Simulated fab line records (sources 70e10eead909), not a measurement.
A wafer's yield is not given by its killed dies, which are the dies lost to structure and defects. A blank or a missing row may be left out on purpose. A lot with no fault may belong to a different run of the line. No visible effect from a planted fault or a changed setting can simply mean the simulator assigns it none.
Which tool is to blame?	flow nand-harc	12 lots, 36 wafers sampled, at 6 steps of a route of 1159

== WHAT EACH GAUGE READ, for each wafer ==
NHARC_A_ONON_D1_THK_MEAS_21: measures by ellipsometry. Usual: 999 nm for thk-nm, sd 9.2.
lot	measured	on	thk-nm (nm)	flag
L578	day 8 19:17	film-metro-02	987 984 984	
L577	day 8 19:17	film-metro-01	986 987 987	
L579	day 8 19:24	film-metro-01	990 989 991	
L582	day 9 09:59	film-metro-02	1003 1002 1002	
L581	day 9 10:00	film-metro-02	1014 1014 1015	
L585	day 10 09:35	film-metro-01	1011 1010 1009	
L589	day 11 08:07	film-metro-01	1015 1014 1016	
L591	day 11 15:49	film-metro-02	1000 1000 1000	
L594	day 12 13:26	film-metro-01	984 985 983	
L595	day 13 03:46	film-metro-01	1001 1000 1001	
L596	day 13 03:47	film-metro-01	1001 1004 1004	
L598	day 14 03:03	film-metro-02	993 991 994	

NHARC_A_ONON_D1_THK_MEAS_30: measures by ellipsometry. Usual: 998 nm for thk-nm, sd 9.5.
lot	measured	on	thk-nm (nm)	flag
L578	day 8 20:58	film-metro-01	1006 1006 1008	
L577	day 8 20:59	film-metro-01	980 982 981	
L579	day 8 21:07	film-metro-02	990 990 990	
L582	day 9 11:43	film-metro-02	991 991 992	
L581	day 9 11:42	film-metro-01	1012 1012 1010	
L585	day 10 11:17	film-metro-02	1013 1013 1014	
L589	day 11 10:05	film-metro-01	1605 1606 1603	OFF
L591	day 11 17:32	film-metro-02	1576 1576 1575	OFF
L594	day 12 15:08	film-metro-02	990 988 990	
L595	day 13 05:28	film-metro-01	985 985 984	
L596	day 13 05:49	film-metro-01	993 994 991	
L598	day 14 04:45	film-metro-02	995 996 997	

NHARC_END_SORT_01. Usual: killed-at-array 28, standard deviation 10; killed-at-other 0.5, standard deviation 0.82; killed-at-periphery 3.4, standard deviation 2.2; killed-dies 31, standard deviation 10; killed-open 3.4, standard deviation 1.9; killed-short 1.9, standard deviation 1.3.
lot	measured	on	killed-at-array	killed-at-other	killed-at-periphery	killed-dies	killed-open	killed-short	flag
L589	day 24 01:24	prober-01	673 674 673	3 1 3	1 2 1	677 677 677	3 6 1	1 0 2	OFF
L591	day 23 11:35	prober-02	674 675 674	0 0 1	3 2 2	677 677 677	9 4 2	2 2 4	OFF

== TOOL THAT RAN EACH LOT (tool first, then ch and the chambers of the sampled wafers, then the start) ==
lot	NHARC_A_ONON_D1_DEP_28	NHARC_A_CHANNEL_HOLE_D1_ETCH_38	NHARC_A_CHANNEL_HOLE_D1_ETCH_16
L578	pecvd-onon-02 ch 0, day 8 20:28	rie-diel-13 ch 0,2,3, day 9 00:30	rie-diel-13 ch 1,2,3, no start
L577	pecvd-onon-03 ch 0, day 8 20:35	rie-diel-01 ch 0,1,2, day 9 00:40	rie-diel-01 ch 0,1, no start
L579	pecvd-onon-04 ch 0, day 8 20:47	rie-diel-01 ch 0,1,3, day 9 00:56	rie-diel-01 ch 0,2,3, no start
L582	pecvd-onon-02 ch 0, day 9 11:12	rie-diel-01 ch 0,1,2, day 9 15:35	rie-diel-01 ch 1,2,3, no start
L581	pecvd-onon-04 ch 0, day 9 11:19	rie-diel-11 ch 1,2, day 9 16:22	rie-diel-11 ch 0,1,2, no start
L585	pecvd-onon-02 ch 0, day 10 10:47	rie-diel-11 ch 1,2,3, day 10 14:53	rie-diel-11 ch 0,1,2, no start
L589	pecvd-onon-02 ch 0, day 11 09:34	-	-
L591	pecvd-onon-02 ch 0, day 11 17:01	-	-
L594	pecvd-onon-04 ch 0, day 12 14:37	rie-diel-11 ch 0,1,3, day 12 19:33	rie-diel-11 ch 0,1,2, no start
L595	pecvd-onon-04 ch 0, day 13 04:57	rie-diel-01 ch 1,3, day 13 09:55	rie-diel-01 ch 1,3, day 13 10:35
L596	pecvd-onon-04 ch 0, day 13 05:25	rie-diel-11 ch 2,3, day 13 11:55	rie-diel-11 ch 1,2,3, no start
L598	pecvd-onon-04 ch 0, day 14 04:14	rie-diel-13 ch 0,1,2, day 14 08:41	rie-diel-13 ch 0,1,2, no start
- NHARC_A_ONON_D1_DEP_28: target thk 1000 nm.
- NHARC_A_CHANNEL_HOLE_D1_ETCH_38: etches the open film in CF4, target depth 39 nm, time 65 s.
- NHARC_A_CHANNEL_HOLE_D1_ETCH_16: etches the open film in O2/COS, target depth 3100 nm, time 806 s.

== WHAT THE TOOLS THEMSELVES READ (means of the sampled wafers that have a number; where no wafer has one, the mark that the record gives instead) ==
NHARC_A_CHANNEL_HOLE_D1_ETCH_38. Usual: cf4-flow-sccm 150.1 sccm, standard deviation 0.4; drypump-motor-current-A 5.5 A, standard deviation 0.47; oes-product-au 1.001 a.u., standard deviation 0.012; rf-vpp-V 151.5 V, standard deviation 1; showerhead-plenum-p-Torr 1.79 Torr, standard deviation 0.057; throttle-valve-pct 13.284 %, standard deviation 0.0082.
lot	tool	cf4-flow-sccm (sccm)	drypump-motor-current-A (A)	oes-product-au (a.u.)	rf-vpp-V (V)	showerhead-plenum-p-Torr (Torr)	throttle-valve-pct (%)	flag
L578	rie-diel-13	149.9	5.4	1.007	152.3	1.81	13.283	
L577	rie-diel-01	149.9	5.6	0.998	151.7	1.79	13.285	
L579	rie-diel-01	150.3	5.6	1.004	150.7	1.76	13.291	
L582	rie-diel-01	149.7	5.6	1.002	151.5	1.79	13.291	
L581	rie-diel-11	150.0	5.0	1.006	150.9	1.71	13.281	
L585	rie-diel-11	150.0	5.2	1.003	151.1	1.76	13.285	
L594	rie-diel-11	150.0	5.6	1.021	151.2	1.82	13.283	
L595	rie-diel-01	150.5	5.6	0.997	150.5	1.76	13.286	
L596	rie-diel-11	150.2	5.1	1.012	152.2	1.81	13.289	
L598	rie-diel-13	150.5	5.4	0.987	151.9	1.83	13.282	

NHARC_A_CHANNEL_HOLE_D1_ETCH_16. Usual: cos-flow-sccm 20.00 sccm, standard deviation 0.065; drypump-motor-current-A 5.5 A, standard deviation 0.45; oes-product-au 1.000 a.u., standard deviation 0.011; rf-vpp-V 314.9 V, standard deviation 1.7; showerhead-plenum-p-Torr 3.18 Torr, standard deviation 0.1; throttle-valve-pct 28.330 %, standard deviation 0.0088.
lot	tool	cos-flow-sccm (sccm)	drypump-motor-current-A (A)	oes-product-au (a.u.)	rf-vpp-V (V)	showerhead-plenum-p-Torr (Torr)	throttle-valve-pct (%)	flag
L578	rie-diel-13	20.06	5.7	0.991	314.5	3.17	28.329	
L577	rie-diel-01	20.00	6.1	0.997	314.9	3.15	28.332	
L579	rie-diel-01	20.02	5.2	1.004	314.2	3.12	28.331	
L582	rie-diel-01	20.06	5.7	1.003	315.0	3.17	28.333	
L581	rie-diel-11	20.03	5.4	1.002	314.0	3.12	28.332	
L585	rie-diel-11	20.01	5.4	1.003	314.9	3.12	28.316	
L594	rie-diel-11	20.02	5.4	1.009	313.7	3.12	28.333	
L595	rie-diel-01	19.99	5.6	0.997	313.6	3.11	28.333	
L596	rie-diel-11	19.98	5.3	1.001	314.3	3.10	28.333	
L598	rie-diel-13	19.98	5.4	0.991	315.1	3.23	28.340	

== THE ANSWER, worked out from the rows above alone ==
Rule: take the mean of a lot's wafers that have a number; if it is more than 3 standard deviations from the usual mean, the lot is off. A lot without any number at a reading at which 4 lots or more have one is off too. Any other lot the step has rows for is counted as sound. After the gauges, taken in route order, come the tools' own readings; for these a lot's mean is taken, as printed above. The first step at which some lot is off is used, and at that step the reading that is off furthest; a lot without a number counts as furthest.
Off, at NHARC_A_ONON_D1_THK_MEAS_30 on thk-nm: L589, L591.
If a tool, at a process step before that reading, ran all the lots that are off and no sound lot after the first of them, it fits. The gauges at NHARC_A_ONON_D1_THK_MEAS_30 aren't tried: what is off there is off at NHARC_END_SORT_01 too, on other tools, and a gauge's error can't cause that. One fits: pecvd-onon-02 at NHARC_A_ONON_D1_DEP_28. A fault onset in the window from L585 (day 10 10:47, its last sound lot) to L589 (day 11 09:34, its first lot off) fits.

== WHAT HAD BEEN PUT IN BY THE SIMULATOR ==
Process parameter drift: pecvd-onon-02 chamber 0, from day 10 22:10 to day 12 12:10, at NHARC_A_ONON_D1_DEP_28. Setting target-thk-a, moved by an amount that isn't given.
Struck lots among those shown: L589, L591. The same result came from the rule above.
